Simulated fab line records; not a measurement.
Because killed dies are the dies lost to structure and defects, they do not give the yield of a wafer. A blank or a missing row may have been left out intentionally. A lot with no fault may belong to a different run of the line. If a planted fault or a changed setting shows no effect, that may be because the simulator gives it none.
Split-lot study ; flow n5_finfet ; route with 1938 steps; 7 lots, 21 wafers read

ABOUT THE SPLIT
At N5_SD_EPI_N_COAT_33 (time 60 s, resist thk 35 nm), the setting spin_rpm was moved away from the recipe's 1500 rpm on 5 of the 21 wafers read, by -4.7% to +9.5%. For the rest of the wafers, this setting stayed at what the recipe calls for.

FROM THE SPLIT TO THE READING: what the file shows between them, 7 steps
- N5_SD_EPI_N_COAT_03: resist thk 150 nm (also split here: spin_rpm)
- N5_SD_EPI_N_EBR_05
- N5_SD_EPI_N_SOFTBAKE_04: time 60 s
- N5_SD_EPI_N_EXPOSE_06: exposes mask SD N BLK, target cd 120 nm
- N5_SD_EPI_N_PEB_07: peb time 60 s
- N5_SD_EPI_N_DEVELOP_08: develop time 30 s
- N5_SD_EPI_N_DESCUM_14: chemistry O2, time 7.9 s

THE READING
etch.depth_nm (the simulator's own value, which no gauge read), in nm, at N5_SD_EPI_N_ETCH_34 (etches SiARC in CF4, target depth 45.5 nm, time 75.8 s). The file gives no usual value for it. The 16 wafers here that ran the recipe average 35.00 nm, standard deviation 0.084 nm.

wafer;tool, chamber at the split;spin_rpm as run, rpm;against the recipe;etch.depth_nm, nm;against lot-mates on the recipe
L077.1;litho_track-04, 0;1500;recipe;35.08;-
L077.3;litho_track-04, 0;1500;recipe;34.96;-
L077.5;litho_track-04, 0;1429;-4.7%;35.95;+0.93
L078.2;litho_track-05, 0;1500;recipe;34.88;-
L078.3;litho_track-05, 0;1500;recipe;34.87;-
L078.5;litho_track-05, 0;1500;recipe;35;-
L085.2;litho_track-03, 0;1500;recipe;35.11;-
L085.4;litho_track-03, 0;1500;recipe;35.05;-
L085.5;litho_track-03, 0;1500;recipe;35.18;-
L086.1;litho_track-04, 0;1500;recipe;35.08;-
L086.3;litho_track-04, 0;1553;+3.5%;34.35;-0.73
L086.4;litho_track-04, 0;1553;+3.5%;34.39;-0.69
L089.2;litho_track-04, 0;1500;recipe;34.99;-
L089.3;litho_track-04, 0;1500;recipe;34.97;-
L089.5;litho_track-04, 0;1500;recipe;35.02;-
L091.2;litho_track-04, 0;1500;recipe;34.9;-
L091.4;litho_track-04, 0;1500;recipe;34.93;-
L091.5;litho_track-04, 0;1500;recipe;34.97;-
L095.1;litho_track-04, 0;1642;+9.5%;33.43;-1.63
L095.3;litho_track-04, 0;1500;recipe;35.06;-
L095.6;litho_track-04, 0;1642;+9.5%;33.44;-1.62

FIT RESULTS
A straight line over all 21 wafers: etch.depth_nm changes by -0.171 nm for each +1% of spin_rpm; r = -0.99; the points scatter about the line by 0.085 nm.
The same after taking each lot's own level away (the mean of its wafers on the recipe; 21 wafers): -0.177 nm for each +1%; r = -1.00; scatter 0.056 nm.
The reading moves by 1.7 nm for the largest change in spin_rpm, on that fit.
The span of the lots' own levels, 34.917 to 35.113 nm, comes to 2.3 times the standard deviation stated above.
The two slopes are in agreement: the lot-to-lot level therefore moves the slope only a little.
Check: with one of the wafers moved furthest among these (+9.5%) left out of the fit, the line predicts -1.71 nm for it against its lot-mates. It came out at -1.63 nm against them.

OTHER SPLITS APPLIED TO THESE WAFERS
Other splits were also applied to these wafers ahead of the reading. Each is held against what the fit with the lots' levels taken away leaves over:
other split on the same wafers;wafers away from the commonest value;r with etch.depth_nm (lot level and that fit taken away)
N5_WELL_APT_PEB_23 peb_temp_c;8;-0.01
N5_PMOS_HMC_CHANNEL_EPI_PEB_07 peb_temp_c;10;-0.04
N5_PMOS_HMC_CHANNEL_EPI_DESCUM_14 time_s;9;-0.42
N5_FIN_SAQP_SPACER1_ALD_24 ald_cycles;9;+0.06
N5_SD_EPI_N_COAT_03 spin_rpm;6;+0.15

THE WHOLE CHAIN: every reading that the file lists as answering this split, in the file's order
step;what it does;reading;change (the file's fit);r (the file's)
N5_SD_EPI_N_COAT_33;time 60 s, resist thk 35 nm;SiARC_of_SD_EPI_N_COAT_33.thk_nm (the simulator's own value, which no gauge read);-0.177 nm for each +1% of the setting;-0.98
N5_SD_EPI_N_ETCH_34;etches SiARC in CF4, target depth 45.5 nm, time 75.8 s;etch.depth_nm (the simulator's own value, which no gauge read);-0.179 nm for each +1% of the setting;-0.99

THE FILE'S OWN FIT
etch.depth_nm changes by -0.179 nm for each +1% of spin_rpm, r = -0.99.
